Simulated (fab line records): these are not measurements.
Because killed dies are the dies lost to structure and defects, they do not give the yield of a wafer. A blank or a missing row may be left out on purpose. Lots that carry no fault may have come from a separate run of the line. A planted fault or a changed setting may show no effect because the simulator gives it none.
fab line records	flow nand_harc
[record] lots = 7	wafers = 21	last_day = 34
route steps=1302 shown A_BONDPAD@1216 HYBRID_BOND@1237 THIN_TSV@1244 END@1302
lots that met no fault: taken from a fault-free run of the same line
start_h: hours from the record's first day to the start of the lot's first wafer shown	wait_h: hours elapsed since this lot's preceding step	" identical to the entry in the row above	L1.1+2: several wafers, shown together as one row	- either no value or no given start	* or withheld: withheld	< > ~ a bound
route shown NAME@n: a module of which the file shows steps, and the number in the route of the first	usual: mean/standard deviation taken from wafers without a fault	same: alike in all rows	chamber/n: place in a boat	sites: per-site readings	_std_site: their standard deviation	_edge_site: mean of outer sites minus mean of inner sites	radius_mm: how far each site lies from the wafer's centre	mask NAME#n: copy n	behind: the most recent tool/chamber to have shaped the wafer	hold: the reason the lot was held/the length of the hold in hours/how it ended	device: which transistor (n, p or np) failed to switch	end of line: the tests these same wafers got at the end of their route	a step with no rows: only its recipe	killed: count of dies lost to structure and defects at first sort (not the wafer's yield)	map: a wafer's dies, x killed, . not, _ none there
set.NAME: the setting the step ran with; set.NAME@STEP: the setting that earlier step ran with	model.NAME: the simulator's own value behind a step, which no gauge read
certain route steps with their lots: each step a table, each wafer a row
services: from which hour (start_h, from the record's first day; less than 0 if before it) a tool's chamber was out of use, for how many hours, and why
[[steps]]
[step NHARC_A_BONDPAD_OVL_MEAS_35]
[usual] overlay_x_nm = -1/6.8	overlay_y_nm = 3/5.8
lot.wafer	tool	chamber	start_h	wait_h	overlay_x_nm	overlay_y_nm
L863.1	overlay-02	-	573.66	-	-14	9
L863.5	"	-	"	"	-14	9
L863.6	"	-	"	"	-14	10
L867.3	overlay-01	-	641.33	-	-1	0
L867.4	"	-	"	"	0	0
L867.5	"	-	"	"	-1	0
L869.2	overlay-01	-	665.32	-	-5	-5
L869.5	"	-	"	"	-5	-5
L869.6	"	-	"	"	-5	-5
L872.2	overlay-02	-	673.09	-	2	12
L872.4	"	-	"	"	2	12
L872.5	"	-	"	"	3	12
L871.2	overlay-01	-	674.00	-	6	-1
L871.3	"	-	"	"	6	-1
L871.4	"	-	"	"	6	-1
L873.1	overlay-01	-	690.70	-	0	2
L873.3	"	-	"	"	0	1
L873.4	"	-	"	"	0	2
L880.2	overlay-01	-	790.96	-	2	9
L880.3	"	-	"	"	1	9
L880.6	"	-	"	"	1	9
[step NHARC_A_BONDPAD_HARDBAKE_10]
[recipe] temp_c = 118	time_s = 65
[step NHARC_A_BONDPAD_DESCUM_11]
[recipe] time_s = 3	o2_flow_sccm = 200	ar_flow_sccm = 0	bias_power_w = 0	chemistry = O2
[usual] drypump_motor_current_A = 5.5/0.43	oes_product_au = 1.004/0.014	rf_vpp_V = 57.5/0.87	showerhead_plenum_p_Torr = 1.84/0.085	throttle_valve_pct = 11.310/0.0091
lot.wafer	tool	chamber	start_h	wait_h	drypump_motor_current_A	oes_product_au	rf_hours_counter_h	rf_vpp_V	showerhead_plenum_p_Torr	throttle_valve_pct
L863.1	rie_diel-03	2	573.80	-	5.8	0.994	19	58.1	1.82	11.305
L863.6	"	1	"	"	5.1	1.002	-	57.2	1.85	11.318
L863.5	"	2	"	"	5.8	0.984	-	58.0	1.82	11.314
L867.3	rie_diel-13	2	641.46	-	5.5	1.000	3	58.5	2.04	11.315
L867.4	"	3	"	"	5.3	0.997	4	57.9	1.79	11.291
L867.5	"	2	"	"	5.5	0.998	-	58.1	2.04	11.307
L869.2	rie_diel-13	3	665.47	-	5.3	1.015	6	57.7	1.79	11.317
L869.6	"	0	"	"	4.8	1.004	-	56.3	1.79	11.316
L869.5	"	1	"	"	6.0	1.014	-	56.4	1.78	11.301
L872.2	rie_diel-03	0	673.22	-	5.8	1.006	3	57.9	1.78	11.330
L872.4	"	0	"	"	5.8	1.013	-	57.7	1.78	11.311
L872.5	"	1	"	"	5.1	1.029	-	57.7	1.84	11.290
L871.2	rie_diel-13	0	674.13	-	4.8	0.996	6	57.6	1.79	11.319
L871.4	"	1	"	"	6.0	1.029	5	57.3	1.78	11.295
L871.3	"	3	"	"	5.3	1.016	6	57.9	1.79	11.313
L873.1	rie_diel-03	0	690.82	-	5.8	1.018	7	56.2	1.78	11.317
L873.3	"	2	"	"	5.8	0.969	8	56.9	1.81	11.309
L873.4	"	1	"	"	5.1	1.026	-	57.4	1.84	11.313
L880.3	rie_diel-12	3	791.09	-	6.0	1.007	56	58.0	1.92	11.305
L880.2	"	1	"	"	5.6	1.015	57	59.2	1.81	11.308
L880.6	"	3	"	"	6.0	1.019	-	58.2	1.92	11.299
[step NHARC_A_BONDPAD_ETCH_34]
[recipe] target_depth_a = 600	overetch_a = 180	time_s = 65.91	ion_energy_ev = 200	n2_flow_sccm = 150	h2_flow_sccm = 150	ar_flow_sccm = 0	rf_w = 400	bias_w = 150	chemistry = N2/H2
[step NHARC_A_BONDPAD_ETCH_12]
[recipe] target_depth_a = 2200	time_s = 110	chf3_flow_sccm = 50	o2_flow_sccm = 10	ar_flow_sccm = 200	rf_w = 500	bias_w = 200	chemistry = CHF3/O2
[step NHARC_A_BONDPAD_CD_MEAS_13]
[usual] cd_nm = 500/3.1
lot.wafer	tool	chamber	start_h	wait_h	cd_nm
L863.1	cd_sem-02	-	574.10	-	501
L863.5	"	-	"	"	494
L863.6	"	-	"	"	494
L867.3	cd_sem-02	-	641.78	-	501
L867.4	"	-	"	"	501
L867.5	"	-	"	"	501
L869.2	cd_sem-01	-	665.77	-	501
L869.5	"	-	"	"	502
L869.6	"	-	"	"	502
L872.2	cd_sem-02	-	673.58	-	500
L872.4	"	-	"	"	498
L872.5	"	-	"	"	501
L871.2	cd_sem-02	-	674.45	-	491
L871.3	"	-	"	"	495
L871.4	"	-	"	"	495
L873.1	cd_sem-02	-	691.18	-	503
L873.3	"	-	"	"	502
L873.4	"	-	"	"	501
L880.2	cd_sem-01	-	791.40	-	496
L880.3	"	-	"	"	497
L880.6	"	-	"	"	498
[step NHARC_A_BONDPAD_STRIP_15]
[recipe] o2_flow_sccm = 500	ar_flow_sccm = 0	bias_w = 0	chemistry = O2
[step NHARC_A_BONDPAD_ETCH_24]
[recipe] target_depth_a = 300	over_etch_frac = 0.3	time_s = 72.99	ion_energy_ev = 150	cf4_flow_sccm = 50	n2_flow_sccm = 100	ar_flow_sccm = 150	rf_w = 300	bias_w = 100	chemistry = CF4/N2
[usual] drypump_motor_current_A = 5.5/0.42	oes_product_au = 1.004/0.013	rf_vpp_V = 312.8/2.1	showerhead_plenum_p_Torr = 2.54/0.11	throttle_valve_pct = 19.795/0.0084
lot.wafer	tool	chamber	start_h	wait_h	drypump_motor_current_A	oes_product_au	rf_hours_counter_h	rf_vpp_V	showerhead_plenum_p_Torr	throttle_valve_pct
L863.1	rie_diel-13	0	-	-	4.8	0.996	2	311.2	2.47	19.788
L863.5	"	3	"	"	5.3	0.992	-	312.0	2.47	19.791
L863.6	"	0	"	"	4.8	0.999	-	312.4	2.47	19.785
L867.4	rie_diel-13	2	-	-	5.5	1.003	3	318.3	2.79	19.798
L867.3	"	3	"	"	5.3	0.999	4	312.6	2.47	19.796
L867.5	"	3	"	"	5.3	0.997	-	312.0	2.47	19.794
L869.2	rie_diel-03	1	666.03	0.2	5.1	1.020	3	313.2	2.53	19.795
L869.5	"	0	"	"	5.8	1.017	-	312.3	2.45	19.793
L869.6	"	1	"	"	5.1	1.021	-	312.0	2.53	19.784
L872.4	rie_diel-12	0	-	-	5.8	0.993	19	314.9	2.53	19.804
L872.2	"	1	"	"	5.6	1.010	17	312.8	2.50	19.795
L872.5	"	1	"	"	5.6	1.006	-	311.7	2.50	19.804
L871.4	rie_diel-12	2	-	-	5.9	1.002	6	313.2	2.66	19.797
L871.3	"	0	"	"	5.8	1.013	19	312.8	2.53	19.811
L871.2	"	1	"	"	5.6	0.999	17	311.5	2.50	19.801
L873.1	rie_diel-13	2	-	-	5.5	1.029	5	315.9	2.79	19.796
L873.3	"	3	"	"	5.3	1.005	6	312.9	2.47	19.805
L873.4	"	0	"	"	4.8	1.009	6	312.0	2.46	19.801
L880.2	rie_diel-12	2	-	-	5.8	1.015	43	314.4	2.64	19.785
L880.3	"	1	"	"	5.6	1.022	58	310.4	2.49	19.795
L880.6	"	2	"	"	5.8	1.015	-	313.7	2.64	19.803
[step NHARC_A_BONDPAD_STRIP_16]
[recipe] time_s = 600	temp_c = 30	chemistry = post_etch_residue_remover
[step NHARC_A_BONDPAD_DEGAS_25]
[recipe] temp_c = 300	time_s = 60
[step NHARC_A_BONDPAD_PRE_CLEAN_26]
[recipe] time_s = 30	temp_c = 280	gas = H2/He
[usual] heater_power_w = 415/39
lot.wafer	tool	chamber	start_h	wait_h	heater_power_w
L863.1	pvd_sputter-03	-	-	-	439
L863.5	"	-	"	"	375
L863.6	"	-	"	"	456
L867.4	pvd_sputter-03	-	-	-	455
L867.3	"	-	"	"	396
L867.5	"	-	"	"	368
L869.2	pvd_sputter-02	-	-	-	427
L869.5	"	-	"	"	494
L869.6	"	-	"	"	434
L872.4	pvd_sputter-02	-	-	-	428
L872.2	"	-	"	"	428
L872.5	"	-	"	"	413
L871.4	pvd_sputter-02	-	-	-	417
L871.3	"	-	"	"	414
L871.2	"	-	"	"	504
L873.1	pvd_sputter-02	-	-	-	425
L873.4	"	-	"	"	428
L873.3	"	-	"	"	412
L880.3	pvd_sputter-01	-	-	-	392
L880.2	"	-	"	"	377
L880.6	"	-	"	"	411
[step NHARC_A_BONDPAD_PVD_17]
[recipe] target_thk_a = 50	bias_v = 168.6	power_w = 15000	chamber_pressure_pa = 0.12	time_s = 8.06	substrate_temp_c = 50	material = TaN
[step NHARC_A_BONDPAD_PVD_27]
[recipe] target_thk_a = 300	chamber_pressure_pa = 5	power_w = 5000	substrate_temp_c = 30	time_s = 20.49	material = Cu
[usual] substrate_temp_c = 30.01/0.1	throttle_valve_pct = 30.1/0.94
lot.wafer	tool	chamber	start_h	wait_h	substrate_temp_c	throttle_valve_pct
L863.1	pvd_sputter-03	-	574.96	-	30.01	30.1
L863.6	"	-	"	"	29.90	31.3
L863.5	"	-	"	"	30.14	30.0
L867.3	pvd_sputter-03	-	642.64	-	29.97	31.6
L867.4	"	-	"	"	29.92	29.6
L867.5	"	-	"	"	29.82	29.8
L869.2	pvd_sputter-02	-	666.70	-	29.91	29.2
L869.5	"	-	"	"	30.00	30.7
L869.6	"	-	"	"	30.07	31.4
L872.4	pvd_sputter-02	-	674.45	-	30.13	29.4
L872.2	"	-	"	"	30.05	30.7
L872.5	"	-	"	"	29.93	29.2
L871.3	pvd_sputter-02	-	675.29	-	30.07	29.3
L871.2	"	-	"	"	30.00	31.6
L871.4	"	-	"	"	30.03	29.6
L873.4	pvd_sputter-02	-	692.04	-	30.10	31.7
L873.3	"	-	"	"	29.89	29.3
L873.1	"	-	"	"	29.90	29.3
L880.2	pvd_sputter-01	-	792.26	-	29.99	30.0
L880.3	"	-	"	"	29.97	29.3
L880.6	"	-	"	"	30.02	30.7
[step NHARC_A_BONDPAD_ECD_18]
[recipe] target_thk_a = 4000	bath_temp_c = 25	material = Cu
[step NHARC_A_BONDPAD_ANNEAL_28]
[recipe] temp_c = 225	time_s = 90
[step NHARC_A_BONDPAD_CMP_19]
[recipe] t_overpolish_s = 30	cu_recess_touch_s = 16	target_thk_nm = 169.82
[usual] motor_current_A = 12.5/1	overpolish_run_s = 29.999/0.0095	pad_life_wafers = 179/110	slurry_flow_ml_min = 150.0/0.54
lot.wafer	tool	chamber	start_h	wait_h	motor_current_A	overpolish_run_s	pad_life_wafers	slurry_flow_ml_min
L863.1	cmp-03	1	575.83	-	12.4	30.005	67	150.3
L863.6	"	0	"	"	13.7	29.984	-	149.8
L863.5	"	1	"	"	11.9	30.006	-	150.0
L867.3	cmp-03	3	643.56	-	13.2	29.982	350	150.0
L867.4	"	0	"	"	14.3	29.999	351	150.4
L867.5	"	1	"	"	11.5	30.004	-	150.7
L869.2	cmp-03	1	667.67	-	11.4	29.984	37	149.6
L869.6	"	0	"	"	14.1	29.988	-	149.9
L869.5	"	1	"	"	12.1	30.012	-	150.9
L872.2	cmp-01	2	675.31	-	12.6	29.997	312	149.4
L872.4	"	3	"	"	13.4	30.003	313	149.9
L872.5	"	2	"	"	12.8	29.998	-	149.9
L871.2	cmp-03	1	676.15	-	11.6	29.995	72	150.1
L871.3	"	3	"	"	13.8	29.999	74	150.5
L871.4	"	0	"	"	14.7	29.988	75	149.6
L873.4	cmp-02	3	692.90	-	10.1	29.996	258	150.2
L873.1	"	1	"	"	12.8	30.016	260	149.2
L873.3	"	2	"	"	12.1	30.009	261	151.1
L880.3	cmp-03	2	793.15	-	11.7	29.993	116	149.8
L880.2	"	3	"	"	12.5	30.011	117	150.5
L880.6	"	1	"	"	11.6	30.012	-	150.7
[step NHARC_A_BONDPAD_SRD_21]
[recipe] time_s = 30	temp_c = 23	dry_time_s = 20	spin_rpm = 1500
[step NHARC_A_BONDPAD_INSPECT_23]
[usual] raw_defect_count = 568/110
lot.wafer	tool	chamber	start_h	wait_h	raw_defect_count
L863.1	defect_inspect-01	-	576.34	0.0	501
L863.5	"	-	"	"	502
L863.6	"	-	"	"	594
L867.3	defect_inspect-01	-	644.05	0.0	394
L867.4	"	-	"	"	503
L867.5	"	-	"	"	499
L869.2	defect_inspect-01	-	668.16	0.0	598
L869.5	"	-	"	"	453
L869.6	"	-	"	"	626
L872.2	defect_inspect-01	-	675.84	0.0	728
L872.4	"	-	"	"	662
L872.5	"	-	"	"	669
L871.2	defect_inspect-01	-	676.68	0.0	584
L871.3	"	-	"	"	496
L871.4	"	-	"	"	467
L873.1	defect_inspect-01	-	693.44	0.0	795
L873.3	"	-	"	"	495
L873.4	"	-	"	"	604
L880.2	defect_inspect-02	-	793.63	0.0	523
L880.3	"	-	"	"	378
L880.6	"	-	"	"	513
[step NHARC_HYBRID_BOND_ACTIVATE_00]
[recipe] time_s = 60	n2_flow_sccm = 200	ar_flow_sccm = 0	bias_power_w = 0	chemistry = N2
[step NHARC_HYBRID_BOND_PRECLEAN_01]
[recipe] time_s = 300	temp_c = 23	chemistry = DIW
[step NHARC_HYBRID_BOND_SRD_02]
[recipe] time_s = 30	temp_c = 23	dry_time_s = 20	spin_rpm = 1500
[step NHARC_HYBRID_BOND_BOND_03]
[recipe] temp_c = 25
[step NHARC_HYBRID_BOND_ANNEAL_04]
[recipe] temp_c = 300	time_s = 7200	ramp_up_c_per_min = 5	ramp_down_c_per_min = 3	idle_temp_c = 100	pressure_atm = 1
[step NHARC_HYBRID_BOND_OVL_MEAS_05]
[usual] overlay_x_nm = 5/35	overlay_y_nm = 0/36
lot.wafer	tool	chamber	start_h	wait_h	overlay_x_nm	overlay_y_nm
L863.1	overlay-01	-	585.61	0.4	-3	-32
L863.5	"	-	"	"	-34	34
L863.6	"	-	"	"	-7	-43
L867.3	overlay-02	-	653.51	0.4	20	-20
L867.4	"	-	"	"	-5	60
L867.5	"	-	"	"	14	48
L869.2	overlay-02	-	677.97	0.4	6	-7
L869.5	"	-	"	"	67	-48
L869.6	"	-	"	"	-9	32
L872.2	overlay-01	-	685.12	0.4	12	11
L872.4	"	-	"	"	-16	14
L871.2	overlay-02	-	685.12	0.4	-57	5
L871.4	"	-	"	"	-46	-20
L873.1	overlay-01	-	703.59	0.4	48	27
L873.4	"	-	"	"	50	-47
L880.2	overlay-01	-	802.06	0.4	24	-7
L880.3	"	-	"	"	-43	-18
L880.6	"	-	"	"	52	48
[step NHARC_HYBRID_BOND_INSPECT_06]
[recipe] inspect_instrument = ir_void
[usual] raw_defect_count = 85/32
lot.wafer	tool	chamber	start_h	wait_h	raw_defect_count
L863.1	defect_inspect-01	-	585.66	0.0	111
L863.5	"	-	"	"	118
L863.6	"	-	"	"	114
L867.3	defect_inspect-01	-	653.56	0.1	63
L867.4	"	-	"	"	62
L867.5	"	-	"	"	83
L869.2	defect_inspect-01	-	678.03	0.1	81
L869.5	"	-	"	"	77
L869.6	"	-	"	"	83
L872.2	defect_inspect-02	-	685.18	0.1	83
L872.4	"	-	"	"	68
L871.2	defect_inspect-01	-	685.18	0.1	99
L871.4	"	-	"	"	99
L873.1	defect_inspect-01	-	703.64	0.0	113
L873.4	"	-	"	"	118
L880.2	defect_inspect-02	-	802.11	0.1	67
L880.3	"	-	"	"	72
L880.6	"	-	"	"	75
[step NHARC_THIN_TSV_GRIND_00]
[recipe] target_thk_um = 6
[usual] motor_current_A = 11.999/0.023	slurry_flow_ml_min = 150.0/0.48
lot.wafer	tool	chamber	start_h	wait_h	motor_current_A	slurry_flow_ml_min
L863.1	grinder-01	0	585.82	0.1	11.975	150.3
L863.5	"	0	"	"	12.028	150.9
L863.6	"	0	"	"	11.949	150.7
L867.3	grinder-01	0	654.11	0.5	11.999	150.6
L867.4	"	0	"	"	11.970	150.1
L867.5	"	0	"	"	11.994	149.6
L869.2	grinder-01	0	689.19	11.2	11.990	150.1
L869.5	"	0	"	"	11.982	148.4
L869.6	"	0	"	"	12.013	149.7
L872.2	grinder-01	0	690.40	5.2	12.030	150.2
L872.4	"	0	"	"	12.029	150.2
L871.2	grinder-01	0	691.59	6.4	11.998	149.7
L871.4	"	0	"	"	12.000	150.1
L873.1	grinder-01	0	703.80	0.1	11.955	149.7
L873.4	"	0	"	"	11.988	149.6
L880.2	grinder-01	0	803.68	1.6	11.964	150.6
L880.3	"	0	"	"	11.931	149.2
L880.6	"	0	"	"	11.945	149.6
[step NHARC_THIN_TSV_CMP_01]
[recipe] target_thk_um = 3
[step NHARC_THIN_TSV_THK_MEAS_02]
[recipe] thk_meas_gauge = ir
[usual] thk_nm = 2968/250
lot.wafer	tool	chamber	start_h	wait_h	thk_nm
L863.1	film_metro-01	-	587.30	-	2678
L863.5	"	-	"	"	2926
L863.6	"	-	"	"	2602
L867.3	film_metro-02	-	655.21	-	2952
L867.4	"	-	"	"	3104
L867.5	"	-	"	"	3313
L869.2	film_metro-01	-	690.49	-	3010
L869.5	"	-	"	"	2780
L869.6	"	-	"	"	2874
L872.2	film_metro-02	-	691.69	-	3621
L872.4	"	-	"	"	3403
L871.2	film_metro-01	-	692.89	-	2702
L871.4	"	-	"	"	2803
L873.1	film_metro-02	-	705.27	0.2	3149
L873.4	"	-	"	"	3390
L880.2	film_metro-02	-	804.97	0.2	3086
L880.3	"	-	"	"	3179
L880.6	"	-	"	"	2745
[step NHARC_THIN_TSV_SRD_03]
[step NHARC_THIN_TSV_PRECLEAN_41]
[recipe] time_s = *	temp_c = 50	bath_age_min = 0	chemistry = SC1
[step NHARC_THIN_TSV_SRD_42]
[step NHARC_THIN_TSV_DEP_43]
[recipe] target_thk_a = 13285	temp_c = withheld	pressure_torr = 6.5	rf_w = 900	teos_flow_sccm = 161.4	flow_sccm = 2650	target_thk_nm = 1328.5	gas = O2	material = SiO2
[step NHARC_THIN_TSV_DEHYDRATE_04]
[recipe] temp_c = 150	time_s = 120
[step NHARC_THIN_TSV_HMDS_05]
[recipe] time_s = 30
[step NHARC_THIN_TSV_COAT_06]
[recipe] spin_rpm = *
[step NHARC_THIN_TSV_SOFTBAKE_07]
[recipe] temp_c = 122	time_s = 95
[step NHARC_THIN_TSV_EBR_08]
[step NHARC_THIN_TSV_EXPOSE_09]
[recipe] na = 0.55	dose_mj = 30.7	mask_id = TSV
[step NHARC_THIN_TSV_PEB_10]
[recipe] peb_temp_c = 118	peb_time_s = 85
[step NHARC_END_SORT_01]
[recipe] temp_c = 25
[usual] defect_limited_yield = 90.9/2.4	killed_at_array = 56/17	killed_at_other = 1.2/1.4	killed_at_periphery = 4/3.2	killed_dies = 61/16	killed_open = 3.6/2.1	killed_short = 2.7/1.8
[same] gross_dies = 677
lot.wafer	tool	chamber	start_h	wait_h	defect_limited_yield[%]	killed_at_array	killed_at_other	killed_at_periphery	killed_dies	killed_open	killed_short
L863.1	prober-01	0	603.26	2.5	90.0	59	3	6	68	1	2
L863.5	prober-01	0	606.48	3.7	90.8	57	1	4	62	2	0
L863.6	prober-01	0	607.28	4.0	88.6	74	3	0	77	2	1
L871.2	prober-01	0	707.32	2.8	88.8	71	0	5	76	3	4
L871.3	prober-01	0	708.12	3.1	0	673	0	4	677	1	3
L871.4	prober-01	0	708.92	3.4	90.1	64	0	3	67	0	0
L872.5	prober-01	0	717.53	3.7	0	671	2	4	677	6	1
L873.3	prober-02	0	723.21	3.1	0	673	1	3	677	1	4
// killed by level:class
L863.1 A_SLIT:chamber_film_flake=24 A_CHANNEL_HOLE_D2:chamber_film_flake=21 A_CONTACT:chamber_film_flake=4 A_CHANNEL_HOLE_D1:chamber_film_flake=3 A_CHANNEL_FILL_D1:chamber_film_flake=3 THIN_TSV:chamber_film_flake=3 P_GATE:geometric_particle:open=1 P_M1:geometric_particle:short=1
L863.5 A_SLIT:chamber_film_flake=30 A_CHANNEL_HOLE_D2:chamber_film_flake=18 A_CHANNEL_FILL_D1:chamber_film_flake=5 P_ZERO_WELL:chamber_film_flake=2 A_STAIRCASE:chamber_film_flake=2 P_M0:geometric_particle:open=1 A_CHANNEL_FILL_D1:geometric_particle:open=1 P_GATE:chamber_film_flake=1
L863.6 A_CHANNEL_HOLE_D2:chamber_film_flake=40 A_SLIT:chamber_film_flake=23 A_CONTACT:chamber_film_flake=6 THIN_TSV:chamber_film_flake=3 A_ONON_D2:geometric_particle:open=1 A_CHANNEL_FILL_D2:geometric_particle:open=1 A_SLIT:geometric_particle:short=1 A_CHANNEL_HOLE_D1:chamber_film_flake=1
L871.2 A_CHANNEL_HOLE_D1:chamber_film_flake=29 A_CHANNEL_HOLE_D2:chamber_film_flake=26 P_GATE:chamber_film_flake=3 A_SLIT:chamber_film_flake=3 A_STAIRCASE:chamber_film_flake=3 A_WL_FILL:chamber_film_flake=2 P_GATE:geometric_particle:open=1 P_M0:geometric_particle:open=1
L871.3 A_BONDPAD:area_pvd=610 A_CHANNEL_HOLE_D2:chamber_film_flake=27 A_CHANNEL_HOLE_D1:chamber_film_flake=24 A_CONTACT:chamber_film_flake=4 A_SLIT:chamber_film_flake=3 A_CHANNEL_FILL_D1:geometric_particle:short=2 P_M0:geometric_particle:open=1 A_CHANNEL_FILL_D2:geometric_particle:short=1
L871.4 A_CHANNEL_HOLE_D1:chamber_film_flake=29 A_CHANNEL_HOLE_D2:chamber_film_flake=26 A_CONTACT:chamber_film_flake=5 A_DECK1_JOINT:chamber_film_flake=2 A_SLIT:chamber_film_flake=2 P_ZERO_WELL:chamber_film_flake=1 P_GATE:chamber_film_flake=1 P_M2:chamber_film_flake=1
L872.5 A_BONDPAD:area_pvd=609 A_SLIT:chamber_film_flake=24 A_CHANNEL_HOLE_D1:chamber_film_flake=12 A_CONTACT:chamber_film_flake=12 A_SGD_CUT:chamber_film_flake=5 A_ONON_D2:geometric_particle:open=2 A_M0:geometric_particle:open=2 A_CHANNEL_FILL_D2:chamber_film_flake=2
L873.3 A_BONDPAD:area_pvd=609 A_SLIT:chamber_film_flake=35 A_CHANNEL_HOLE_D1:chamber_film_flake=20 A_STAIRCASE:chamber_film_flake=4 A_WL_FILL:geometric_particle:short=2 P_M0:chamber_film_flake=2 A_CHANNEL_HOLE_D1:geometric_particle:short=1 A_CHANNEL_FILL_D1:geometric_particle:short=1
// map L871.3 (x killed, . not)
____________x____________
_________xxxxxxx_________
_______xxxxxxxxxxx_______
______xxxxxxxxxxxxx______
_____xxxxxxxxxxxxxxx_____
____xxxxxxxxxxxxxxxxx____
____xxxxxxxxxxxxxxxxx____
___xxxxxxxxxxxxxxxxxxx___
___xxxxxxxxxxxxxxxxxxx___
__xxxxxxxxxxxxxxxxxxxxx__
__xxxxxxxxxxxxxxxxxxxxx__
_xxxxxxxxxxxxxxxxxxxxxxx_
_xxxxxxxxxxxxxxxxxxxxxxx_
_xxxxxxxxxxxxxxxxxxxxxxx_
_xxxxxxxxxxxxxxxxxxxxxxx_
_xxxxxxxxxxxxxxxxxxxxxxx_
xxxxxxxxxxxxxxxxxxxxxxxxx
xxxxxxxxxxxxxxxxxxxxxxxxx
xxxxxxxxxxxxxxxxxxxxxxxxx
xxxxxxxxxxxxxxxxxxxxxxxxx
xxxxxxxxxxxxxxxxxxxxxxxxx
_xxxxxxxxxxxxxxxxxxxxxxx_
_xxxxxxxxxxxxxxxxxxxxxxx_
_xxxxxxxxxxxxxxxxxxxxxxx_
_xxxxxxxxxxxxxxxxxxxxxxx_
_xxxxxxxxxxxxxxxxxxxxxxx_
__xxxxxxxxxxxxxxxxxxxxx__
__xxxxxxxxxxxxxxxxxxxxx__
___xxxxxxxxxxxxxxxxxxx___
___xxxxxxxxxxxxxxxxxxx___
____xxxxxxxxxxxxxxxxx____
____xxxxxxxxxxxxxxxxx____
_____xxxxxxxxxxxxxxx_____
______xxxxxxxxxxxxx______
_______xxxxxxxxxxx_______
_________xxxxxxx_________
____________x____________
// map L872.5 (x killed, . not)
____________x____________
_________xxxxxxx_________
_______xxxxxxxxxxx_______
______xxxxxxxxxxxxx______
_____xxxxxxxxxxxxxxx_____
____xxxxxxxxxxxxxxxxx____
____xxxxxxxxxxxxxxxxx____
___xxxxxxxxxxxxxxxxxxx___
___xxxxxxxxxxxxxxxxxxx___
__xxxxxxxxxxxxxxxxxxxxx__
__xxxxxxxxxxxxxxxxxxxxx__
_xxxxxxxxxxxxxxxxxxxxxxx_
_xxxxxxxxxxxxxxxxxxxxxxx_
_xxxxxxxxxxxxxxxxxxxxxxx_
_xxxxxxxxxxxxxxxxxxxxxxx_
_xxxxxxxxxxxxxxxxxxxxxxx_
xxxxxxxxxxxxxxxxxxxxxxxxx
xxxxxxxxxxxxxxxxxxxxxxxxx
xxxxxxxxxxxxxxxxxxxxxxxxx
xxxxxxxxxxxxxxxxxxxxxxxxx
xxxxxxxxxxxxxxxxxxxxxxxxx
_xxxxxxxxxxxxxxxxxxxxxxx_
_xxxxxxxxxxxxxxxxxxxxxxx_
_xxxxxxxxxxxxxxxxxxxxxxx_
_xxxxxxxxxxxxxxxxxxxxxxx_
_xxxxxxxxxxxxxxxxxxxxxxx_
__xxxxxxxxxxxxxxxxxxxxx__
__xxxxxxxxxxxxxxxxxxxxx__
___xxxxxxxxxxxxxxxxxxx___
___xxxxxxxxxxxxxxxxxxx___
____xxxxxxxxxxxxxxxxx____
____xxxxxxxxxxxxxxxxx____
_____xxxxxxxxxxxxxxx_____
______xxxxxxxxxxxxx______
_______xxxxxxxxxxx_______
_________xxxxxxx_________
____________x____________
[[services]]
tool	chamber	start_h	hours	kind
rie_diel-13	2	552.89	21.1	repair
cmp-03	-	553.87	0.4	repair
cmp-03	-	554.31	4.0	pm
grinder-01	-	563.51	0.4	repair
cmp-03	-	570.91	1.4	repair
grinder-01	-	571.96	2.1	repair
pvd_sputter-02	-	581.01	4.6	repair
rie_diel-12	2	582.04	17.2	repair
rie_diel-03	-	600.39	0.8	repair
grinder-01	-	600.96	1.4	repair
rie_diel-13	1	618.02	6.6	repair
rie_diel-12	-	624.46	9.0	pm
rie_diel-12	1	633.81	3.7	repair
pvd_sputter-02	-	638.05	10.0	pm
rie_diel-13	0	648.23	1.3	repair
cmp-03	-	652.30	0.7	repair
cmp-03	-	653.02	4.0	pm
grinder-01	-	664.04	1.2	repair
cmp-03	-	684.15	1.6	repair
rie_diel-13	-	696.01	9.0	pm
grinder-01	-	736.00	8.0	pm
cmp-03	-	747.86	4.9	repair
grinder-01	-	761.44	1.5	repair
grinder-01	-	793.42	3.6	repair
[[key]]
[first_sign] step = NHARC_END_SORT_01	reading = defect_limited_yield	direction = down	sigmas = 37	usual = 90.9	struck = 0
[effect] step = NHARC_END_SORT_01	reading = killed_dies	direction = up	sigmas = 37	usual = 61	struck = 677
[more_kills_born_at] NHARC_A_BONDPAD_PVD_27@pvd_sputter-02 = 1828
met_at NHARC_A_BONDPAD_PVD_27
struck_wafers L871.3,L872.5,L873.3
later_rows_left_out L871.3,L872.5,L873.3
onset_between 666.70 674.45
[fault] kind = process_parameter_drift	tool = pvd_sputter-02	chamber = -	onset_h = 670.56	steps = NHARC_A_BONDPAD_PVD_27	channel = target_thk_a	offset = *	shape = step	end_h = 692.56	scope = struck_wafers_only	acts_in = *	stated = *
// later_rows_left_out: the simulator's readings of these wafers behind a module that went badly wrong aren't trusted and aren't shown, but for the sort
